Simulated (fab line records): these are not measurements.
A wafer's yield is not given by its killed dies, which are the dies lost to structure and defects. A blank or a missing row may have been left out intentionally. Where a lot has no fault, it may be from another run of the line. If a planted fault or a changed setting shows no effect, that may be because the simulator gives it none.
Which tool is to blame? / flow n5_finfet / 72 wafers from 24 lots sampled at 3 of the route's 1938 steps

WHAT THE GAUGES SHOWED, per wafer
N5_DUMMY_GATE_CD_MEAS_15: target cd 25.8 nm.
lot=L074; measured=day 2 21:01; on=cd_sem-01; cd_nm (nm)=24.51 25.06 24.76
lot=L075; measured=day 3 04:59; on=cd_sem-03; cd_nm (nm)=24.59 24.75 25.07
lot=L076; measured=day 3 12:21; on=cd_sem-03; cd_nm (nm)=25.10 24.86 25.02
lot=L077; measured=day 3 18:13; on=cd_sem-02; cd_nm (nm)=24.87 24.42 24.80
lot=L078; measured=day 4 02:16; on=cd_sem-02; cd_nm (nm)=24.57 24.99 24.96
lot=L079; measured=day 4 10:28; on=cd_sem-01; cd_nm (nm)=24.84 24.94 25.12
lot=L080; measured=day 4 10:59; on=cd_sem-03; cd_nm (nm)=25.29 24.83 24.70
lot=L081; measured=day 4 15:59; on=cd_sem-03; cd_nm (nm)=24.98 25.45 25.33
lot=L082; measured=day 4 22:08; on=cd_sem-03; cd_nm (nm)=24.72 25.10 24.88
lot=L083; measured=day 5 02:45; on=cd_sem-03; cd_nm (nm)=24.59 24.46 25.34
lot=L084; measured=day 5 11:52; on=cd_sem-03; cd_nm (nm)=24.83 25.25 25.09
lot=L085; measured=day 5 16:20; on=cd_sem-01; cd_nm (nm)=24.86 25.15 24.96
lot=L086; measured=day 6 00:39; on=cd_sem-02; cd_nm (nm)=25.07 25.02 25.14
lot=L087; measured=day 6 08:32; on=cd_sem-02; cd_nm (nm)=25.57 24.61 24.88
lot=L088; measured=day 6 11:24; on=cd_sem-03; cd_nm (nm)=24.78 24.95 24.66
lot=L089; measured=day 6 17:05; on=cd_sem-03; cd_nm (nm)=25.25 25.15 25.10
lot=L090; measured=day 6 22:48; on=cd_sem-02; cd_nm (nm)=24.79 24.97 24.93
lot=L091; measured=day 7 03:43; on=cd_sem-02; cd_nm (nm)=25.41 25.16 24.97
lot=L092; measured=day 7 08:31; on=cd_sem-03; cd_nm (nm)=24.80 25.25 24.93
lot=L093; measured=day 7 15:06; on=cd_sem-02; cd_nm (nm)=25.23 24.79 24.58
lot=L094; measured=day 7 22:04; on=cd_sem-02; cd_nm (nm)=25.00 24.75 24.77
lot=L095; measured=day 8 06:46; on=cd_sem-02; cd_nm (nm)=24.54 25.03 25.06
lot=L096; measured=day 8 09:38; on=cd_sem-01; cd_nm (nm)=24.77 24.70 24.77
lot=L097; measured=day 8 16:58; on=cd_sem-03; cd_nm (nm)=24.88 25.06 24.57

N5_DUMMY_GATE_CD_MEAS_50: target cd 14 nm.
lot=L074; measured=day 2 21:32; on=cd_sem-02; cd_nm (nm)=14.3 13.9 14.4
lot=L075; measured=day 3 05:29; on=cd_sem-03; cd_nm (nm)=14.3 14.8 14.1
lot=L076; measured=day 3 12:57; on=cd_sem-03; cd_nm (nm)=14.0 13.6 13.9
lot=L077; measured=day 3 18:44; on=cd_sem-03; cd_nm (nm)=14.2 13.7 13.8
lot=L078; measured=day 4 02:46; on=cd_sem-01; cd_nm (nm)=13.7 14.0 14.2
lot=L079; measured=day 4 10:59; on=cd_sem-01; cd_nm (nm)=13.9 13.6 13.6
lot=L080; measured=day 4 11:47; on=cd_sem-03; cd_nm (nm)=13.5 13.8 14.0
lot=L081; measured=day 4 16:31; on=cd_sem-01; cd_nm (nm)=14.0 14.5 14.8
lot=L082; measured=day 4 22:54; on=cd_sem-03; cd_nm (nm)=14.6 14.8 14.6
lot=L083; measured=day 5 03:15; on=cd_sem-03; cd_nm (nm)=14.1 14.1 13.7
lot=L084; measured=day 5 12:23; on=cd_sem-02; cd_nm (nm)=14.5 14.4 14.3
lot=L085; measured=day 5 16:51; on=cd_sem-01; cd_nm (nm)=13.5 13.4 13.7
lot=L086; measured=day 6 01:10; on=cd_sem-02; cd_nm (nm)=14.1 14.2 13.8
lot=L087; measured=day 6 09:02; on=cd_sem-02; cd_nm (nm)=13.5 14.3 14.4
lot=L088; measured=day 6 11:55; on=cd_sem-02; cd_nm (nm)=14.3 14.3 13.4
lot=L089; measured=day 6 17:36; on=cd_sem-03; cd_nm (nm)=14.3 15.0 14.6
lot=L090; measured=day 6 23:20; on=cd_sem-02; cd_nm (nm)=14.4 14.6 13.9
lot=L091; measured=day 7 04:32; on=cd_sem-01; cd_nm (nm)=13.5 13.9 14.2
lot=L092; measured=day 7 09:01; on=cd_sem-03; cd_nm (nm)=14.0 14.3 14.3
lot=L093; measured=day 7 16:53; on=cd_sem-02; cd_nm (nm)=14.1 13.7 14.1
lot=L094; measured=day 7 22:35; on=cd_sem-03; cd_nm (nm)=13.8 13.9 13.8
lot=L095; measured=day 8 07:16; on=cd_sem-03; cd_nm (nm)=13.6 13.7 13.4
lot=L096; measured=day 8 10:09; on=cd_sem-01; cd_nm (nm)=13.8 13.8 14.7
lot=L097; measured=day 8 18:17; on=cd_sem-02; cd_nm (nm)=14.3 14.3 13.9

WHICH TOOL RAN EACH LOT (tool, then ch and the chambers of the sampled wafers, then the start)
lot=L074; N5_DUMMY_GATE_DESCUM_20=rie_diel-03 ch 0,1,2, day 2 21:09
lot=L075; N5_DUMMY_GATE_DESCUM_20=rie_diel-06 ch 0,1, day 3 05:07
lot=L076; N5_DUMMY_GATE_DESCUM_20=rie_diel-06 ch 0,2,3, day 3 12:31
lot=L077; N5_DUMMY_GATE_DESCUM_20=rie_diel-06 ch 1,2, day 3 18:21
lot=L078; N5_DUMMY_GATE_DESCUM_20=rie_diel-06 ch 2,3, day 4 02:24
lot=L079; N5_DUMMY_GATE_DESCUM_20=rie_diel-05 ch 2,3, day 4 10:36
lot=L080; N5_DUMMY_GATE_DESCUM_20=rie_diel-06 ch 0,1, day 4 11:07
lot=L081; N5_DUMMY_GATE_DESCUM_20=rie_diel-06 ch 1,2, day 4 16:07
lot=L082; N5_DUMMY_GATE_DESCUM_20=rie_diel-06 ch 1,2, day 4 22:16
lot=L083; N5_DUMMY_GATE_DESCUM_20=rie_diel-03 ch 0,2,3, day 5 02:53
lot=L084; N5_DUMMY_GATE_DESCUM_20=rie_diel-05 ch 0,1, day 5 12:00
lot=L085; N5_DUMMY_GATE_DESCUM_20=rie_diel-05 ch 1,2, day 5 16:29
lot=L086; N5_DUMMY_GATE_DESCUM_20=rie_diel-05 ch 0,1,2, day 6 00:47
lot=L087; N5_DUMMY_GATE_DESCUM_20=rie_diel-03 ch 2,3, day 6 08:40
lot=L088; N5_DUMMY_GATE_DESCUM_20=rie_diel-05 ch 0,1, day 6 11:32
lot=L089; N5_DUMMY_GATE_DESCUM_20=rie_diel-03 ch 1,2,3, day 6 17:14
lot=L090; N5_DUMMY_GATE_DESCUM_20=rie_diel-05 ch 0,2,3, day 6 22:56
lot=L091; N5_DUMMY_GATE_DESCUM_20=rie_diel-05 ch 1,2,3, day 7 03:54
lot=L092; N5_DUMMY_GATE_DESCUM_20=rie_diel-06 ch 1,2,3, day 7 08:38
lot=L093; N5_DUMMY_GATE_DESCUM_20=rie_diel-03 ch 0,2, day 7 16:26
lot=L094; N5_DUMMY_GATE_DESCUM_20=rie_diel-03 ch 1,2,3, day 7 22:12
lot=L095; N5_DUMMY_GATE_DESCUM_20=rie_diel-05 ch 1,3, day 8 06:53
lot=L096; N5_DUMMY_GATE_DESCUM_20=rie_diel-03 ch 1,2,3, day 8 09:46
lot=L097; N5_DUMMY_GATE_DESCUM_20=rie_diel-06 ch 0,3, day 8 17:36
- N5_DUMMY_GATE_DESCUM_20: chemistry O2, time 6.2 s.

AS READ BY THE TOOLS THEMSELVES (means over the sampled wafers that have a number; for cases with no such wafer, the mark the record gives instead)
N5_DUMMY_GATE_DESCUM_20.
lot=L074; tool=rie_diel-03; drypump_motor_current_A (A)=5.48; oes_product_au (a.u.)=0.79; rf_vpp_V (V)=244.2; showerhead_plenum_p_Torr (Torr)=2.14; throttle_valve_pct (%)=20.32
lot=L075; tool=rie_diel-06; drypump_motor_current_A (A)=5.19; oes_product_au (a.u.)=0.76; rf_vpp_V (V)=244.4; showerhead_plenum_p_Torr (Torr)=2.19; throttle_valve_pct (%)=20.38
lot=L076; tool=rie_diel-06; drypump_motor_current_A (A)=5.45; oes_product_au (a.u.)=0.76; rf_vpp_V (V)=243.2; showerhead_plenum_p_Torr (Torr)=2.14; throttle_valve_pct (%)=20.57
lot=L077; tool=rie_diel-06; drypump_motor_current_A (A)=5.75; oes_product_au (a.u.)=0.74; rf_vpp_V (V)=243.5; showerhead_plenum_p_Torr (Torr)=2.12; throttle_valve_pct (%)=20.68
lot=L078; tool=rie_diel-06; drypump_motor_current_A (A)=5.71; oes_product_au (a.u.)=0.75; rf_vpp_V (V)=243.4; showerhead_plenum_p_Torr (Torr)=2.10; throttle_valve_pct (%)=20.71
lot=L079; tool=rie_diel-05; drypump_motor_current_A (A)=5.43; oes_product_au (a.u.)=0.75; rf_vpp_V (V)=243.2; showerhead_plenum_p_Torr (Torr)=2.11; throttle_valve_pct (%)=20.38
lot=L080; tool=rie_diel-06; drypump_motor_current_A (A)=5.32; oes_product_au (a.u.)=0.73; rf_vpp_V (V)=244.7; showerhead_plenum_p_Torr (Torr)=2.16; throttle_valve_pct (%)=20.43
lot=L081; tool=rie_diel-06; drypump_motor_current_A (A)=5.75; oes_product_au (a.u.)=0.73; rf_vpp_V (V)=243.9; showerhead_plenum_p_Torr (Torr)=2.11; throttle_valve_pct (%)=20.68
lot=L082; tool=rie_diel-06; drypump_motor_current_A (A)=5.61; oes_product_au (a.u.)=0.72; rf_vpp_V (V)=243.7; showerhead_plenum_p_Torr (Torr)=2.12; throttle_valve_pct (%)=20.59
lot=L083; tool=rie_diel-03; drypump_motor_current_A (A)=5.46; oes_product_au (a.u.)=0.71; rf_vpp_V (V)=242.8; showerhead_plenum_p_Torr (Torr)=2.10; throttle_valve_pct (%)=20.42
lot=L084; tool=rie_diel-05; drypump_motor_current_A (A)=5.16; oes_product_au (a.u.)=0.80; rf_vpp_V (V)=243.5; showerhead_plenum_p_Torr (Torr)=2.11; throttle_valve_pct (%)=20.43
lot=L085; tool=rie_diel-05; drypump_motor_current_A (A)=5.63; oes_product_au (a.u.)=0.80; rf_vpp_V (V)=243.7; showerhead_plenum_p_Torr (Torr)=2.11; throttle_valve_pct (%)=20.25
lot=L086; tool=rie_diel-05; drypump_motor_current_A (A)=5.40; oes_product_au (a.u.)=0.78; rf_vpp_V (V)=243.5; showerhead_plenum_p_Torr (Torr)=2.11; throttle_valve_pct (%)=20.34
lot=L087; tool=rie_diel-03; drypump_motor_current_A (A)=5.16; oes_product_au (a.u.)=0.70; rf_vpp_V (V)=243.8; showerhead_plenum_p_Torr (Torr)=2.11; throttle_valve_pct (%)=20.57
lot=L088; tool=rie_diel-05; drypump_motor_current_A (A)=5.15; oes_product_au (a.u.)=0.79; rf_vpp_V (V)=244.2; showerhead_plenum_p_Torr (Torr)=2.11; throttle_valve_pct (%)=20.43
lot=L089; tool=rie_diel-03; drypump_motor_current_A (A)=5.22; oes_product_au (a.u.)=0.74; rf_vpp_V (V)=243.6; showerhead_plenum_p_Torr (Torr)=2.14; throttle_valve_pct (%)=20.51
lot=L090; tool=rie_diel-05; drypump_motor_current_A (A)=5.33; oes_product_au (a.u.)=0.71; rf_vpp_V (V)=243.9; showerhead_plenum_p_Torr (Torr)=2.12; throttle_valve_pct (%)=20.50
lot=L091; tool=rie_diel-05; drypump_motor_current_A (A)=5.48; oes_product_au (a.u.)=0.80; rf_vpp_V (V)=244.1; showerhead_plenum_p_Torr (Torr)=2.10; throttle_valve_pct (%)=20.27
lot=L092; tool=rie_diel-06; drypump_motor_current_A (A)=5.57; oes_product_au (a.u.)=0.72; rf_vpp_V (V)=243.1; showerhead_plenum_p_Torr (Torr)=2.10; throttle_valve_pct (%)=20.65
lot=L093; tool=rie_diel-03; drypump_motor_current_A (A)=5.49; oes_product_au (a.u.)=0.70; rf_vpp_V (V)=243.5; showerhead_plenum_p_Torr (Torr)=2.08; throttle_valve_pct (%)=20.44
lot=L094; tool=rie_diel-03; drypump_motor_current_A (A)=5.22; oes_product_au (a.u.)=0.74; rf_vpp_V (V)=244.9; showerhead_plenum_p_Torr (Torr)=2.14; throttle_valve_pct (%)=20.52
lot=L095; tool=rie_diel-05; drypump_motor_current_A (A)=5.40; oes_product_au (a.u.)=0.87; rf_vpp_V (V)=243.1; showerhead_plenum_p_Torr (Torr)=2.06; throttle_valve_pct (%)=20.18
lot=L096; tool=rie_diel-03; drypump_motor_current_A (A)=5.24; oes_product_au (a.u.)=0.73; rf_vpp_V (V)=244.3; showerhead_plenum_p_Torr (Torr)=2.14; throttle_valve_pct (%)=20.53
lot=L097; tool=rie_diel-06; drypump_motor_current_A (A)=5.16; oes_product_au (a.u.)=0.72; rf_vpp_V (V)=244.5; showerhead_plenum_p_Torr (Torr)=2.16; throttle_valve_pct (%)=20.46

THE ANSWER, worked out from the rows above alone
Rule: usual is defined by the lots themselves. The widest of any qualifying gaps counts: lots, ordered by their means at a reading, are off when they make up no more than a third of the lots, leave a main group of 4 or more, and stand apart from it by 3 or more times the standard deviation of that group's means. A main group whose means are all the same, to the digits that the tables above print for the reading, isn't used. A lot without any number at a reading at which 4 lots or more have one is off too. Any other lot the step has rows for is counted as sound. The gauges are gone through in route order, then the tools' own readings, and for those a lot's mean is taken as printed above. The first step at which some lot is off is used, and at that step the reading that is off furthest; a lot without a number counts as furthest.
Across all readings shown, no lot is off: no conclusion can be drawn from this.

WHAT THE SIMULATOR HAD INSERTED
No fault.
